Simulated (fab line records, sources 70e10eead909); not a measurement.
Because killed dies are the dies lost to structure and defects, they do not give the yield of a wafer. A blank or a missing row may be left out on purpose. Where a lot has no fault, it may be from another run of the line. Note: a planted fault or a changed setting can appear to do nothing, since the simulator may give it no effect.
Which of the tools did it?	flow nand_harc	6 lots with 18 wafers sampled at 5 steps, on a route of 1159 steps

WHAT THE GAUGES SHOWED, per wafer
NHARC_END_SORT_01.
lot	measured	on	killed_at_periphery
L516	day 20 03:16	prober-01	1 1 1
L517	day 20 10:50	prober-02	0 2 1
L522	day 21 01:56	prober-02	65 51
L528	day 23 16:49	prober-02	3 0 3
L531	day 24 08:30	prober-02	2 2 3
L536	day 24 23:18	prober-02	2 1 3

WHAT TOOL EACH LOT RAN ON (gives the tool, then ch and the chambers of the sampled wafers, and finally the start)
lot	NHARC_P_GATE_STRIP_95	NHARC_P_GATE_STRIP_96	NHARC_P_GATE_RTA_82	NHARC_P_CONTACT_DEP_00
L516	plasma_asher-02 ch 0,1, day 5 18:01	wet_bench-04 ch 0,1,4, day 5 18:13	rtp_anneal-01 ch 0, day 5 19:42	pecvd-01 ch 1,2, day 20 03:16 or earlier
L517	plasma_asher-01 ch 0,1, day 5 20:30	wet_bench-02 ch 0,2,6, day 5 20:43	rtp_anneal-02 ch 0, day 5 22:09	pecvd-04 ch 1,2, day 20 10:50 or earlier
L522	plasma_asher-01 ch 0,1, day 7 04:22	wet_bench-01 ch 2,3,6, day 7 04:35	rtp_anneal-02 ch 0, day 7 06:01	pecvd-03 ch 0,1,2, day 21 01:56 or earlier
L528	plasma_asher-01 ch 0,1, day 8 21:46	wet_bench-04 ch 4,5,6, day 8 21:59	rtp_anneal-01 ch 0, day 8 23:26	pecvd-01 ch 0,2, day 23 16:49 or earlier
L531	plasma_asher-02 ch 0,1, day 9 14:26	wet_bench-04 ch 2,5,7, day 9 14:38	rtp_anneal-02 ch 0, day 9 16:19	pecvd-01 ch 0,1,2, day 24 08:30 or earlier
L536	plasma_asher-01 ch 0,1, day 10 09:53	wet_bench-02 ch 1,4,6, day 10 10:06	rtp_anneal-02 ch 0, day 10 11:31	pecvd-03 ch 0,1,2, day 24 23:18 or earlier
- NHARC_P_GATE_STRIP_95: strips in O2.
- NHARC_P_GATE_STRIP_96: strips in SPM, time 900 s.
- NHARC_P_GATE_RTA_82: time 30 s.
- NHARC_P_CONTACT_DEP_00: deposits SiO2, target thk 500 nm.

THE ANSWER, worked out from the rows above alone
Rule: the lots themselves supply what counts as usual. Put in order of their means at a reading, lots are off if they are a third of the lots or fewer, leave a main group of 4 or more, and stand apart from it by a gap of 3 or more times the standard deviation of the main group's means; of several such gaps the widest counts. A main group whose means are all the same, to the digits that the tables above print for the reading, isn't used. A lot without any number at a reading at which 4 lots or more have one is off too. Where the step has rows for the other lots, those lots are counted as sound.
Off: L522 (NHARC_END_SORT_01, killed_at_periphery). The main group: mean 1.7, standard deviation 0.56.
A tool fits if, at a process step before that reading, it ran every lot that is off, and no sound lot after the first of them. The gauges at NHARC_END_SORT_01 are tried like those tools. With no start given for some of its lots, NHARC_P_CONTACT_DEP_00 uses the hours and lot order of NHARC_END_SORT_01. One candidate fits, namely wet_bench-01 at NHARC_P_GATE_STRIP_96. It ran no sound lot before its first lot that is off in this sample, so the start can't be narrowed down.

WHAT THE SIMULATOR HAD INSERTED
Chamber particle source: wet_bench-01, from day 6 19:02 on, at NHARC_P_GATE_STRIP_96. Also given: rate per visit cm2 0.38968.
Shown lots that were struck: L522. The same result came from the rule above.
